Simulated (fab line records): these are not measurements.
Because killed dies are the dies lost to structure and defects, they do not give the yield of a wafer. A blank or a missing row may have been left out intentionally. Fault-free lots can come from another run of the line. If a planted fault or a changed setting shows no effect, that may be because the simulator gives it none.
fab line records | flow nandHarc
record lots=24 wafers=72 lastDay=33
route steps=1302 shown P_ZERO_WELL@14 P_GATE@141 P_CONTACT@217
lots untouched by any fault: they come from a run of this same line in which no faults occurred
startH: hours from the record's opening day to when the first of the lot's shown wafers began | waitH: hours elapsed since this lot's preceding step | " repeats the value in the row above | L1.1+2: a single row standing in for several wafers | - no value, or no start was given | * or withheld: withheld | < > ~ a bound
route shown NAME@n: names a module that has steps shown in the file, with the first one's number in the route | usual: mean/standard deviation of fault-free wafers | same: alike in all rows | chamber/n: place in a boat | sites: each site's reading | _std_site: standard deviation of those values | _edge_site: outer sites' mean less inner sites' | radiusMm: for every site, how far away it sits from the centre of the wafer | mask NAME#n: copy n | behind: the tool/chamber that last shaped the wafer | hold: why the lot went on hold/how many hours it stayed there/how the hold came to an end | device: the transistor (n, p or np) that didn't switch | end of line: tests of these same wafers at the route's end | where a step has no rows: the recipe by itself | killed: dies lost to structure and defects at the first sort, not the wafer's yield | map: a wafer's dies, x killed, . not, _ none there
set.NAME: the run value of the setting; set.NAME@STEP: its run value at that earlier step | model.NAME: the simulator's own value behind a step, which no gauge read
a sample of lots followed through the steps of the route, with each step as a table and each wafer as a row
services: a tool's chamber out of use, with start hour (startH, from the record's first day; less than 0 if before it), hours out, and reason
## steps
# step NHARC_P_ZERO_WELL_CD_MEAS_11
# recipe targetCdNm=500 landingEnergyEv=500
# usual cdNm=499.0/2.2
# columns lot.wafer tool chamber startH waitH cdNm
L074.3 cdSem-01 0 21.26 - 496.4
L074.5 " 0 " " 499.8
L074.6 " 0 " " 497.1
L075.1 cdSem-03 0 31.11 - 499.2
L075.2 " 0 " " 503.0
L075.5 " 0 " " 496.7
L076.1 cdSem-03 0 41.12 - 496.7
L076.3 " 0 " " 498.4
L076.6 " 0 " " 498.4
L077.1 cdSem-01 0 51.13 - 499.8
L077.5 " 0 " " 501.4
L077.6 " 0 " " 496.1
L078.2 cdSem-03 0 61.12 - 496.6
L078.4 " 0 " " 496.4
L078.5 " 0 " " 495.2
L079.2 cdSem-03 0 71.18 - 498.2
L079.3 " 0 " " 496.9
L079.5 " 0 " " 497.1
L080.4 cdSem-03 0 81.25 - 499.0
L080.5 " 0 " " 500.0
L080.6 " 0 " " 498.2
L081.1 cdSem-03 0 91.29 - 498.3
L081.2 " 0 " " 500.0
L081.3 " 0 " " 496.8
L082.4 cdSem-03 0 101.25 - 502.5
L082.5 " 0 " " 500.0
L082.6 " 0 " " 502.6
L083.3 cdSem-01 0 111.32 - 499.8
L083.5 " 0 " " 496.5
L083.6 " 0 " " 500.8
L084.2 cdSem-01 0 121.12 - 503.9
L084.3 " 0 " " 500.0
L084.6 " 0 " " 500.0
L085.1 cdSem-03 0 131.24 - 501.6
L085.4 " 0 " " 501.1
L085.6 " 0 " " 501.5
L086.1 cdSem-03 0 141.30 - 499.1
L086.2 " 0 " " 496.2
L086.6 " 0 " " 496.7
L087.1 cdSem-01 0 151.12 - 492.8
L087.3 " 0 " " 495.9
L087.4 " 0 " " 495.5
L088.1 cdSem-01 0 161.24 - 500.3
L088.2 " 0 " " 498.7
L088.4 " 0 " " 499.9
L089.2 cdSem-01 0 171.12 - 499.3
L089.3 " 0 " " 502.1
L089.6 " 0 " " 496.4
L090.3 cdSem-02 0 181.11 - 496.7
L090.5 " 0 " " 500.6
L090.6 " 0 " " 503.0
L091.1 cdSem-01 0 191.28 - 499.8
L091.4 " 0 " " 498.7
L091.6 " 0 " " 499.8
L092.2 cdSem-02 0 201.12 - 499.8
L092.3 " 0 " " 502.6
L092.5 " 0 " " 497.8
L093.1 cdSem-03 0 211.24 - 498.1
L093.4 " 0 " " 499.5
L093.5 " 0 " " 498.4
L094.1 cdSem-01 0 221.11 - 501.4
L094.3 " 0 " " 499.3
L094.5 " 0 " " 497.2
L095.2 cdSem-02 0 231.24 - 496.0
L095.4 " 0 " " 499.5
L095.5 " 0 " " 496.3
L096.1 cdSem-03 0 241.24 - 497.0
L096.4 " 0 " " 500.0
L096.5 " 0 " " 497.3
L097.2 cdSem-01 0 251.24 - 501.3
L097.3 " 0 " " 496.4
L097.6 " 0 " " 497.6
# step NHARC_P_ZERO_WELL_DESCUM_39
# recipe timeS=3 o2FlowSccm=200 arFlowSccm=0 biasPowerW=0 chemistry=O2
# usual drypumpMotorCurrentA=5.7/0.36 oesProductAu=1.002/0.0099 rfVppV=57.8/0.84 showerheadPlenumPTorr=1.91/0.076 throttleValvePct=11.311/0.0091
# columns lot.wafer tool chamber startH waitH drypumpMotorCurrentA oesProductAu rfHoursCounterH rfVppV showerheadPlenumPTorr throttleValvePct
L074.3 rieDiel-02 3 24.30 - 5.2 1.008 44 56.8 1.84 11.307
L074.6 " 1 " " 6.0 1.007 - 59.0 1.97 11.310
L074.5 " 2 " " 5.7 0.987 - 58.4 1.83 11.300
L075.2 rieDiel-09 3 34.27 - 5.9 1.018 19 58.4 1.85 11.310
L075.1 " 0 " " 5.2 1.000 19 57.7 1.93 11.318
L075.5 " 2 " " 5.7 1.001 - 59.2 2.02 11.312
L076.1 rieDiel-12 3 44.30 - 5.1 0.982 38 58.3 1.97 11.316
L076.3 " 0 " " 5.6 1.017 40 57.6 1.97 11.310
L076.6 " 1 " " 5.5 0.987 - 58.0 1.85 11.320
L077.1 rieDiel-09 3 54.20 - 5.9 1.015 26 56.9 1.85 11.307
L077.6 " 0 " " 5.2 1.011 - 58.0 1.93 11.324
L077.5 " 1 " " 6.2 0.999 - 57.7 2.00 11.313
L078.2 rieDiel-09 2 64.22 - 5.7 0.991 26 57.4 2.02 11.318
L078.4 " 3 " " 5.9 1.008 28 55.4 1.85 11.308
L078.5 " 0 " " 5.2 1.006 - 57.9 1.92 11.309
L079.3 rieDiel-09 0 74.33 - 5.2 1.005 33 57.9 1.92 11.327
L079.2 " 1 " " 6.2 0.992 29 56.8 2.00 11.329
L079.5 " 1 " " 6.2 1.000 - 57.7 2.00 11.297
L080.4 rieDiel-09 0 84.15 - 5.2 0.995 35 58.7 1.92 11.323
L080.5 " 2 " " 5.7 0.986 - 58.6 2.02 11.291
L080.6 " 3 " " 5.9 1.018 - 57.4 1.84 11.311
L081.2 rieDiel-02 1 94.50 - 6.0 1.010 13 58.0 1.97 11.309
L081.1 " 2 " " 5.7 1.001 13 58.2 1.83 11.296
L081.3 " 3 " " 5.2 1.017 15 56.5 1.83 11.321
L082.6 rieDiel-02 0 104.25 - 6.1 0.997 - 59.0 1.94 11.310
L082.4 " 1 " " 6.0 1.022 - 57.2 1.97 11.314
L082.5 " 3 " " 5.2 1.024 - 57.5 1.83 11.303
L083.3 rieDiel-12 2 114.37 - 6.0 0.998 4 56.8 1.78 11.314
L083.5 " 2 " " 6.0 1.007 - 55.8 1.78 11.301
L083.6 " 3 " " 5.1 1.004 - 59.2 1.96 11.306
L084.2 rieDiel-09 2 124.05 - 5.7 0.995 42 58.1 2.02 11.309
L084.3 " 3 " " 5.9 1.017 50 58.1 1.84 11.316
L084.6 " 3 " " 5.9 1.017 - 57.7 1.84 11.321
L085.1 rieDiel-12 2 134.38 - 6.0 1.012 13 56.1 1.77 11.306
L085.4 " 0 " " 5.6 1.008 10 58.7 1.96 11.320
L085.6 " 3 " " 5.1 1.012 - 57.6 1.96 11.326
L086.1 rieDiel-12 1 144.65 - 5.5 1.009 13 58.9 1.84 11.321
L086.2 " 2 " " 6.0 1.010 15 57.2 1.77 11.310
L086.6 " 3 " " 5.1 1.003 - 59.4 1.96 11.298
L087.3 rieDiel-09 1 154.29 - 6.2 0.999 0 58.3 2.00 11.312
L087.4 " 2 " " 5.7 1.005 0 58.4 2.01 11.317
L087.1 " 3 " " 5.9 1.014 0 57.3 1.84 11.324
L088.4 rieDiel-09 1 164.38 - 6.2 0.987 2 58.7 2.00 11.316
L088.1 " 2 " " 5.7 1.002 2 58.5 2.01 11.319
L088.2 " 3 " " 5.9 1.014 2 57.2 1.84 11.303
L089.2 rieDiel-12 2 174.30 - 6.0 1.000 28 57.4 1.77 11.326
L089.3 " 3 " " 5.1 1.003 28 58.1 1.95 11.332
L089.6 " 1 " " 5.6 1.000 - 57.4 1.84 11.324
L090.3 rieDiel-02 0 184.13 - 6.1 0.982 45 58.5 1.93 11.307
L090.5 " 0 " " 6.0 0.991 - 57.9 1.93 11.299
L090.6 " 2 " " 5.7 0.991 - 58.6 1.82 11.306
L091.1 rieDiel-12 0 194.92 - 5.5 1.009 31 57.8 1.96 11.308
L091.4 " 2 " " 6.0 1.011 37 58.1 1.77 11.305
L091.6 " 0 " " 5.5 1.006 - 59.0 1.96 11.317
L092.3 rieDiel-12 0 204.27 - 5.6 0.992 34 58.0 1.96 11.310
L092.2 " 1 " " 5.6 0.985 35 58.8 1.84 11.313
L092.5 " 0 " " 5.6 1.001 - 57.9 1.96 11.313
L093.4 rieDiel-09 0 214.26 - 5.2 1.008 18 57.7 1.91 11.308
L093.1 " 3 " " 5.9 1.000 18 56.7 1.83 11.309
L093.5 " 1 " " 6.2 1.002 - 58.1 1.99 11.303
L094.3 rieDiel-09 0 225.56 - 5.3 1.006 22 57.1 1.91 11.314
L094.1 " 2 " " 5.7 0.995 21 57.5 2.01 11.302
L094.5 " 0 " " 5.2 1.015 - 58.0 1.91 11.306
L095.4 rieDiel-12 1 234.42 - 5.6 0.983 40 57.2 1.83 11.288
L095.2 " 2 " " 6.0 0.991 52 57.9 1.76 11.318
L095.5 " 1 " " 5.5 0.987 - 56.8 1.83 11.319
L096.4 rieDiel-09 3 244.34 - 5.9 1.010 26 57.3 1.83 11.304
L096.1 " 2 " " 5.7 0.992 26 58.3 2.01 11.321
L096.5 " 0 " " 5.2 0.991 - 58.8 1.91 11.308
L097.3 rieDiel-02 3 254.25 - 5.2 0.993 8 58.0 1.82 11.311
L097.2 " 0 " " 6.1 0.987 10 57.5 1.92 11.311
L097.6 " 3 " " 5.2 1.003 - 57.6 1.82 11.315
# step NHARC_P_GATE_CD_MEAS_26
# recipe targetCdNm=120 landingEnergyEv=500
# usual cdNm=120.4/0.91
# columns lot.wafer tool chamber startH waitH cdNm
L074.3 cdSem-01 0 96.05 - 119.9
L074.5 " 0 " " 121.9
L074.6 " 0 " " 120.6
L075.1 cdSem-01 0 108.63 - 120.3
L075.2 " 0 " " 118.8
L075.5 " 0 " " 120.5
L076.1 cdSem-03 0 121.28 - 119.7
L076.3 " 0 " " 120.7
L076.6 " 0 " " 120.4
L077.1 cdSem-02 0 131.43 - 120.0
L077.5 " 0 " " 121.7
L077.6 " 0 " " 120.5
L078.2 cdSem-03 0 134.72 - 119.9
L078.4 " 0 " " 118.9
L078.5 " 0 " " 119.1
L079.2 cdSem-03 0 144.04 - 122.1
L079.3 " 0 " " 120.6
L079.5 " 0 " " 121.6
L080.4 cdSem-02 0 159.88 - 120.9
L080.5 " 0 " " 120.5
L080.6 " 0 " " 120.7
L081.1 cdSem-02 0 176.12 - 119.9
L081.2 " 0 " " 120.9
L081.3 " 0 " " 121.0
L082.4 cdSem-02 0 176.29 - 120.8
L082.5 " 0 " " 119.9
L082.6 " 0 " " 120.1
L083.3 cdSem-01 0 193.75 - 119.0
L083.5 " 0 " " 120.4
L083.6 " 0 " " 120.6
L084.2 cdSem-03 0 194.39 - 120.3
L084.3 " 0 " " 119.0
L084.6 " 0 " " 120.4
L085.1 cdSem-03 0 204.61 - 122.0
L085.4 " 0 " " 120.6
L085.6 " 0 " " 120.3
L086.1 cdSem-03 0 216.01 - 119.3
L086.2 " 0 " " 119.8
L086.6 " 0 " " 120.2
L088.1 cdSem-03 0 237.90 - 121.2
L088.2 " 0 " " 121.6
L088.4 " 0 " " 120.0
L087.1 cdSem-03 0 238.49 - 120.7
L087.3 " 0 " " 122.1
L087.4 " 0 " " 120.4
L089.2 cdSem-03 0 245.51 - 120.2
L089.3 " 0 " " 119.2
L089.6 " 0 " " 120.8
L090.3 cdSem-02 0 259.61 - 121.2
L090.5 " 0 " " 121.0
L090.6 " 0 " " 120.3
L091.1 cdSem-02 0 267.62 - 119.8
L091.4 " 0 " " 119.8
L091.6 " 0 " " 118.9
L092.2 cdSem-01 0 275.42 - 120.6
L092.3 " 0 " " 122.5
L092.5 " 0 " " 120.4
L093.1 cdSem-01 0 284.09 - 119.7
L093.4 " 0 " " 121.6
L093.5 " 0 " " 120.5
L094.1 cdSem-03 0 296.82 - 119.0
L094.3 " 0 " " 119.5
L094.5 " 0 " " 119.1
L095.2 cdSem-03 0 311.97 - 120.8
L095.4 " 0 " " 120.8
L095.5 " 0 " " 121.3
L096.1 cdSem-01 0 317.93 - 119.8
L096.4 " 0 " " 119.4
L096.5 " 0 " " 119.5
L097.2 cdSem-02 0 327.18 - 120.4
L097.3 " 0 " " 120.7
L097.6 " 0 " " 122.0
# step NHARC_P_GATE_INSPECT_28
# usual rawDefectCount=6.4/2.8
# columns lot.wafer tool chamber startH waitH rawDefectCount
L074.3 defectInspect-01 - 96.17 0.0 5
L074.5 " - " " 5
L074.6 " - " " 4
L075.1 defectInspect-02 - 108.75 0.0 6
L075.2 " - " " 6
L075.5 " - " " 9
L076.1 defectInspect-02 - 121.40 0.0 10
L076.3 " - " " 6
L076.6 " - " " 8
L077.1 defectInspect-01 - 131.56 0.0 14
L077.5 " - " " 12
L077.6 " - " " 11
L078.2 defectInspect-01 - 134.84 0.0 8
L078.4 " - " " 10
L078.5 " - " " 12
L079.2 defectInspect-01 - 144.16 0.0 10
L079.3 " - " " 3
L079.5 " - " " 10
L080.4 defectInspect-02 - 160.00 0.0 12
L080.5 " - " " 3
L080.6 " - " " 6
L081.1 defectInspect-02 - 176.24 0.0 6
L081.2 " - " " 1
L081.3 " - " " 5
L082.4 defectInspect-01 - 176.41 0.0 6
L082.5 " - " " 5
L082.6 " - " " 8
L083.3 defectInspect-02 - 193.87 0.0 2
L083.5 " - " " 6
L083.6 " - " " 6
L084.2 defectInspect-01 - 194.52 0.0 9
L084.3 " - " " 6
L084.6 " - " " 4
L085.1 defectInspect-02 - 204.73 0.0 8
L085.4 " - " " 6
L085.6 " - " " 3
L086.1 defectInspect-02 - 216.14 0.0 4
L086.2 " - " " 4
L086.6 " - " " 6
L088.1 defectInspect-02 - 238.02 0.0 7
L088.2 " - " " 8
L088.4 " - " " 5
L087.1 defectInspect-01 - 238.62 0.0 6
L087.3 " - " " 5
L087.4 " - " " 5
L089.2 defectInspect-02 - 245.63 0.0 2
L089.3 " - " " 4
L089.6 " - " " 8
L090.3 defectInspect-01 - 259.73 0.0 4
L090.5 " - " " 7
L090.6 " - " " 6
L091.1 defectInspect-02 - 267.75 0.0 7
L091.4 " - " " 5
L091.6 " - " " 6
L092.2 defectInspect-02 - 275.54 0.0 3
L092.3 " - " " 5
L092.5 " - " " 2
L093.1 defectInspect-02 - 284.21 0.0 3
L093.4 " - " " 10
L093.5 " - " " 4
L094.1 defectInspect-01 - 296.95 0.0 5
L094.3 " - " " 5
L094.5 " - " " 7
L095.2 defectInspect-02 - 312.10 0.0 5
L095.4 " - " " 5
L095.5 " - " " 7
L096.1 defectInspect-01 - 318.05 0.0 6
L096.4 " - " " 6
L096.5 " - " " 9
L097.2 defectInspect-01 - 327.30 0.0 12
L097.3 " - " " 5
L097.6 " - " " 5
# step NHARC_P_CONTACT_DEP_30
# recipe targetThkA=300 tempC=400 targetThkNm=30 flowSccm=200 rfW=450 material=SiNx
# usual heaterPowerW=671/99
# columns lot.wafer tool chamber startH waitH heaterPowerW
L074.3 pecvd-03 2 114.65 0.1 485
L074.6 " 2 " " 476
L074.5 " 0 " " 696
L075.2 pecvd-03 0 127.08 0.1 871
L075.1 " 1 " " 644
L075.5 " 2 " " 556
L076.3 pecvd-04 0 140.01 0.1 790
L076.1 " 2 " " 627
L076.6 " 0 " " 806
L077.1 pecvd-04 1 150.35 0.1 625
L077.6 " 1 " " 635
L077.5 " 2 " " 695
L078.2 pecvd-04 2 153.24 0.1 563
L078.5 " 2 " " 573
L078.4 " 1 " " 614
L079.3 pecvd-03 1 162.56 0.1 776
L079.2 " 2 " " 456
L079.5 " 0 " " 795
L080.5 pecvd-04 2 178.66 0.2 587
L080.6 " 0 " " 772
L080.4 " 1 " " 566
L081.2 pecvd-01 0 194.56 0.1 623
L081.3 " 1 " " 766
L081.1 " 2 " " 671
L082.4 pecvd-04 2 195.10 0.2 696
L082.5 " 0 " " 680
L082.6 " 1 " " 519
L084.3 pecvd-03 0 213.02 0.1 799
L084.2 " 1 " " 685
L084.6 " 1 " " 693
L083.3 pecvd-01 1 214.48 0.1 769
L083.5 " 2 " " 675
L083.6 " 1 " " 778
L085.1 pecvd-01 2 222.99 0.1 556
L085.4 " 2 " " 568
L085.6 " 0 " " 600
L086.1 pecvd-01 1 234.44 0.1 737
L086.2 " 0 " " 618
L086.6 " 1 " " 741
L088.1 pecvd-03 0 256.53 0.1 807
L088.2 " 1 " " 723
L088.4 " 1 " " 731
L087.1 pecvd-01 2 257.89 0.1 682
L087.3 " 0 " " 495
L087.4 " 2 " " 678
L089.2 pecvd-01 0 263.97 0.1 622
L089.3 " 1 " " 853
L089.6 " 0 " " 610
L090.3 pecvd-01 2 278.72 0.1 639
L090.5 " 2 " " 638
L090.6 " 0 " " 546
L091.1 pecvd-03 0 286.25 0.1 777
L091.4 " 0 " " 793
L091.6 " 1 " " 784
L092.3 pecvd-04 1 293.98 0.1 586
L092.2 " 2 " " 684
L092.5 " 2 " " 685
L093.1 pecvd-04 2 302.52 0.1 666
L093.5 " 2 " " 688
L093.4 " 1 " " 618
L094.3 pecvd-04 1 315.14 0.1 513
L094.1 " 2 " " 664
L094.5 " 1 " " 515
L095.2 pecvd-03 0 330.57 0.1 885
L095.5 " 2 " " 524
L095.4 " 0 " " 882
L096.1 pecvd-01 0 336.81 0.1 668
L096.4 " 2 " " 585
L096.5 " 1 " " 738
L097.3 pecvd-01 0 348.24 0.1 622
L097.2 " 1 " " 660
L097.6 " 2 " " 632
# step NHARC_P_CONTACT_ETCH_18
# recipe targetDepthA=4810 timeS=240.5 c4f8FlowSccm=20 o2FlowSccm=10 arFlowSccm=withheld rfW=600 biasW=1500 chemistry=C4F8/O2/Ar
# usual oesProductAu=0.964/0.019 rfVppV=979/5.6
# columns lot.wafer tool chamber startH waitH oesProductAu rfHoursCounterH rfVppV
L074.3 rieDiel-05 0 - - 1.006 2.1 972
L074.6 " 0 " " 1.009 - 971
L074.5 " 1 " " 0.961 - 977
L075.1 rieDiel-05 0 - - 0.994 2.7 972
L075.2 " 1 " " 0.950 2.7 979
L075.5 " 3 " " 0.976 - 988
L076.1 rieDiel-08 1 - - 0.968 2.6 983
L076.3 " 2 " " 0.962 3.2 987
L076.6 " 2 " " 0.957 - 988
L077.1 rieDiel-08 0 - - 0.952 3.4 978
L077.5 " 1 " " 0.956 - 982
L077.6 " 2 " " 0.960 - 988
L078.4 rieDiel-05 1 - - 0.955 3.5 979
L078.2 " 0 " " 1.004 3.5 973
L078.5 " 1 " " 0.949 - 978
L079.3 rieDiel-08 3 - - 0.951 4.6 971
L079.2 " 0 " " 0.981 4.1 979
L079.5 " 0 " " 0.979 - 979
L080.4 rieDiel-05 2 - - 0.982 3.7 977
L080.6 " 2 " " 0.975 - 977
L080.5 " 3 " " 0.965 - 990
L081.2 rieDiel-03 0 - - 0.972 3.5 982
L081.3 " 1 " " 0.967 4.5 985
L081.1 " 2 " " 0.938 4.2 975
L082.4 rieDiel-05 0 - - 0.999 4.8 971
L082.5 " 1 " " 0.969 - 976
L082.6 " 2 " " 0.986 - 976
L084.2 rieDiel-03 2 - - 0.949 4.8 975
L084.3 " 3 " " 0.952 3.9 975
L084.6 " 0 " " 0.980 - 982
L083.3 rieDiel-05 0 - - 1.014 5.6 971
L083.6 " 2 " " 0.947 - 976
L083.5 " 3 " " 0.968 - 987
L085.1 rieDiel-08 2 - - 0.934 0.5 985
L085.4 " 3 " " 0.930 0.6 970
L085.6 " 2 " " 0.928 - 986
L086.1 rieDiel-08 0 - - 0.967 1.3 980
L086.2 " 1 " " 0.967 1.0 982
L086.6 " 0 " " 0.964 - 980
L088.2 rieDiel-08 0 - - 0.949 2.4 979
L088.1 " 2 " " 0.974 2.0 986
L088.4 " 3 " " 0.953 - 971
L087.4 rieDiel-05 3 - - 0.973 0.7 987
L087.3 " 0 " " 0.984 0.7 972
L087.1 " 2 " " 0.979 0.6 977
L089.2 rieDiel-08 1 - - 0.920 1.5 981
L089.3 " 3 " " 0.961 2.4 971
L089.6 " 1 " " 0.913 - 982
L090.3 rieDiel-03 2 - - 0.978 7.8 974
L090.6 " 1 " " 0.973 - 985
L090.5 " 2 " " 0.979 - 974
L091.1 rieDiel-08 0 - - 0.984 3.5 979
L091.4 " 3 " " 0.958 3.1 971
L091.6 " 1 " " 0.959 - 982
L092.2 rieDiel-08 1 - - 0.962 2.9 983
L092.3 " 3 " " 0.963 3.6 970
L092.5 " 1 " " 0.949 - 982
L093.1 rieDiel-03 2 - - 0.942 0.3 974
L093.4 " 0 " " 0.974 0.5 982
L093.5 " 2 " " 0.943 - 975
L094.1 rieDiel-08 0 - - 0.966 4.8 980
L094.3 " 1 " " 0.965 3.8 983
L094.5 " 0 " " 0.967 - 980
L095.2 rieDiel-03 0 - - 0.950 2.0 982
L095.5 " 2 " " 0.928 - 974
L095.4 " 3 " " 0.933 - 974
L096.4 rieDiel-08 3 - - 0.996 5.0 970
L096.1 " 0 " " 0.962 5.4 977
L096.5 " 1 " " 0.955 - 982
L097.3 rieDiel-08 2 - - 0.969 5.1 986
L097.2 " 0 " " 0.966 5.7 976
L097.6 " 2 " " 0.965 - 987
## services
# columns tool chamber startH hours kind
rieDiel-08 - 13.80 9.0 pm
rieDiel-08 0 34.77 1.3 repair
pecvd-01 2 37.42 5.0 repair
rieDiel-12 2 42.58 3.5 repair
pecvd-04 2 43.12 4.7 repair
pecvd-01 - 45.44 0.4 repair
rieDiel-08 - 66.98 0.4 repair
pecvd-04 - 88.03 13.0 pm
rieDiel-12 - 91.50 9.0 pm
rieDiel-08 - 94.70 0.3 repair
rieDiel-08 1 101.44 12.5 repair
rieDiel-08 0 120.31 3.4 repair
pecvd-01 - 130.00 13.0 pm
rieDiel-12 - 141.92 0.6 repair
rieDiel-09 - 144.30 0.9 repair
rieDiel-08 3 190.51 7.5 repair
rieDiel-08 - 190.80 9.0 pm
pecvd-01 2 232.66 9.9 repair
rieDiel-08 1 240.20 20.7 repair
rieDiel-08 3 241.24 7.3 repair
rieDiel-08 2 292.48 4.4 repair
pecvd-01 - 311.00 13.0 pm
rieDiel-09 - 322.27 9.0 pm
rieDiel-08 - 346.28 3.4 repair
## key
fault none
